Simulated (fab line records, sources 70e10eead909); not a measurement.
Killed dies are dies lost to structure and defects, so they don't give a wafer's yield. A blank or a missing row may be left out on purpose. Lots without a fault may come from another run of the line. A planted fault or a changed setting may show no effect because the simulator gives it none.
Which tool did it? | flow nand_harc | 21 lots, 63 wafers sampled, at 2 steps of a route of 1159

WHAT THE GAUGES READ, wafer by wafer
NHARC_A_CONTACT_OVL_MEAS_70.
lot  | measured     | on         | overlay_x_nm (nm) | overlay_y_nm (nm)
L074 | day 17 11:19 | overlay-01 | 1.2 1.5 1.6       | -1.5 -1.0 -0.4
L075 | day 17 17:02 | overlay-02 | 0.2 0.1 -0.1      | 1.1 0.9 1.3
L076 | day 17 18:22 | overlay-02 | -0.5 -1.2 -1.1    | 0.4 -0.2 0.2
L077 | day 18 19:59 | overlay-01 | -0.1 -0.8 -0.3    | 0.1 -0.4 0.4
L080 | day 19 04:36 | overlay-02 | -0.2 0.4 -0.2     | -0.3 0.6 0.7
L081 | day 19 07:47 | overlay-01 | 0.4 0.5 0.2       | 0.0 -0.8 -0.7
L083 | day 19 12:08 | overlay-02 | -1.4 -1.5 -1.2    | 1.0 0.5 0.8
L082 | day 19 13:03 | overlay-02 | 0.5 0.6 0.7       | -1.5 -0.6 -0.8
L084 | day 20 17:26 | overlay-02 | 0.0 -0.3 -0.3     | 0.2 0.4 0.4
L085 | day 21 00:16 | overlay-02 | -1.2 -1.2 -1.2    | -0.1 0.6 0.0
L088 | day 21 01:52 | overlay-01 | 0.4 0.8 0.4       | -0.2 -0.1 0.0
L091 | day 21 09:07 | overlay-02 | 0.5 0.5 1.0       | -1.2 -1.7 -1.8
L087 | day 21 16:56 | overlay-02 | -0.8 -1.2 -0.4    | -1.4 -1.5 -1.1
L089 | day 22 00:44 | overlay-01 | -0.3 -0.2 0.2     | -1.3 -0.3 -0.4
L092 | day 22 06:02 | overlay-02 | -0.3 0.4 -0.1     | 0.3 -0.4 -0.8
L090 | day 22 10:49 | overlay-01 | -0.8 -1.1 -1.0    | -0.4 -0.6 -0.3
L093 | day 22 13:58 | overlay-02 | 0.0 -0.1 0.2      | 0.3 0.7 0.7
L094 | day 22 13:46 | overlay-01 | -1.0 -1.1 -0.4    | -0.6 -0.7 -1.2
L086 | day 22 16:06 | overlay-01 | 0.0 -0.2 -0.1     | 1.0 1.6 1.7
L096 | day 23 03:38 | overlay-02 | -0.6 0.4 0.0      | -0.7 -0.4 -0.8
L097 | day 23 05:31 | overlay-01 | 0.8 0.2 0.4       | 1.0 0.6 0.2

WHICH TOOL RAN EACH LOT (tool, then ch and the chambers of the sampled wafers, then the start)
lot  | NHARC_A_CONTACT_ETCH_102
L074 | rie_diel-13 ch 1,3, day 17 06:05
L075 | rie_diel-11 ch 1,3, day 17 12:45
L076 | rie_diel-11 ch 0,3, day 17 13:35
L077 | rie_diel-13 ch 2,3, day 18 15:24
L080 | rie_diel-11 ch 2,3, day 19 00:47
L081 | rie_diel-08 ch 1,2,3, day 19 04:44
L083 | rie_diel-11 ch 1,2,3, day 19 06:57
L082 | rie_diel-08 ch 0,2,3, day 19 07:44
L084 | rie_diel-13 ch 0,2,3, day 20 14:13
L085 | rie_diel-08 ch 1,3, day 20 19:10
L088 | rie_diel-13 ch 0,1,3, day 20 19:36
L091 | rie_diel-11 ch 0,2,3, day 21 00:54
L087 | rie_diel-11 ch 0,3, day 21 13:37
L089 | rie_diel-13 ch 0,2,3, day 21 19:14
L092 | rie_diel-13 ch 1,2, day 22 00:19
L090 | rie_diel-13 ch 0,1,2, day 22 05:25
L093 | rie_diel-08 ch 0,1,3, day 22 10:35
L094 | rie_diel-11 ch 0,2,3, day 22 10:41
L086 | rie_diel-08 ch 2,3, day 22 12:52
L096 | rie_diel-13 ch 0,1,3, day 22 22:34
L097 | rie_diel-13 ch 1,2, day 23 01:21
- NHARC_A_CONTACT_ETCH_102: etches the open film in CF4/O2, target depth 70 nm, overetch 7 nm, time 38.5 s.

WHAT THE TOOLS THEMSELVES READ (means of the sampled wafers that have a number; where no wafer has one, the mark that the record gives instead)
NHARC_A_CONTACT_ETCH_102.
lot  | tool        | chamber_pressure_mTorr (mTorr) | drypump_motor_current_A (A) | oes_product_au (a.u.) | rf_vpp_V (V) | showerhead_plenum_p_Torr (Torr) | throttle_valve_pct (%)
L074 | rie_diel-13 | 29.993                         | 5.7                         | 0.988                 | 198.5        | 1.38                            | 13.386
L075 | rie_diel-11 | 30.005                         | 5.4                         | 0.999                 | 196.4        | 1.27                            | 13.396
L076 | rie_diel-11 | 30.010                         | 5.5                         | 1.000                 | 195.8        | 1.25                            | 13.395
L077 | rie_diel-13 | 30.022                         | 6.0                         | 1.000                 | 196.2        | 1.28                            | 13.395
L080 | rie_diel-11 | 30.003                         | 5.2                         | 0.995                 | 197.2        | 1.28                            | 13.396
L081 | rie_diel-08 | 30.017                         | 5.1                         | 0.999                 | 197.9        | 1.34                            | 13.396
L083 | rie_diel-11 | 30.020                         | 5.7                         | 0.994                 | 196.9        | 1.29                            | 13.393
L082 | rie_diel-08 | 30.003                         | 5.2                         | 0.997                 | 198.3        | 1.37                            | 13.402
L084 | rie_diel-13 | 30.001                         | 5.6                         | 1.006                 | 198.9        | 1.36                            | 13.397
L085 | rie_diel-08 | 29.999                         | 5.2                         | 0.991                 | 196.9        | 1.30                            | 13.395
L088 | rie_diel-13 | 30.009                         | 5.6                         | 0.999                 | 198.1        | 1.33                            | 13.395
L091 | rie_diel-11 | 29.960                         | 5.6                         | 0.991                 | 196.7        | 1.27                            | 13.393
L087 | rie_diel-11 | 30.011                         | 5.5                         | 0.993                 | 196.5        | 1.24                            | 13.398
L089 | rie_diel-13 | 29.993                         | 5.6                         | 1.005                 | 198.1        | 1.36                            | 13.394
L092 | rie_diel-13 | 30.019                         | 6.1                         | 1.010                 | 199.4        | 1.38                            | 13.401
L090 | rie_diel-13 | 29.999                         | 5.8                         | 1.013                 | 197.4        | 1.35                            | 13.393
L093 | rie_diel-08 | 30.023                         | 5.4                         | 1.004                 | 198.3        | 1.35                            | 13.401
L094 | rie_diel-11 | 29.993                         | 5.6                         | 0.992                 | 197.0        | 1.26                            | 13.400
L086 | rie_diel-08 | 29.985                         | 4.9                         | 0.996                 | 197.9        | 1.35                            | 13.392
L096 | rie_diel-13 | 30.029                         | 5.6                         | 1.004                 | 197.9        | 1.33                            | 13.401
L097 | rie_diel-13 | 30.007                         | 6.2                         | 1.009                 | 199.0        | 1.41                            | 13.398

THE ANSWER, worked out from the rows above alone
Rule: what is usual is taken from the lots themselves. Put in order of their means at a reading, lots are off if they are a third of the lots or fewer, leave a main group of 4 or more, and stand apart from it by a gap of 3 or more times the standard deviation of the main group's means; of several such gaps the widest counts. A main group whose means are all the same, to the digits that the tables above print for the reading, isn't used. A lot without any number at a reading at which 4 lots or more have one is off too. The other lots that the step has rows for count as sound. The gauges are gone through in route order, then the tools' own readings, and for those a lot's mean is taken as printed above. The first step at which some lot is off is used, and at that step the reading that is off furthest; a lot without a number counts as furthest.
No lot is off at any reading shown: from this, nothing can be told.

WHAT THE SIMULATOR HAD PUT IN
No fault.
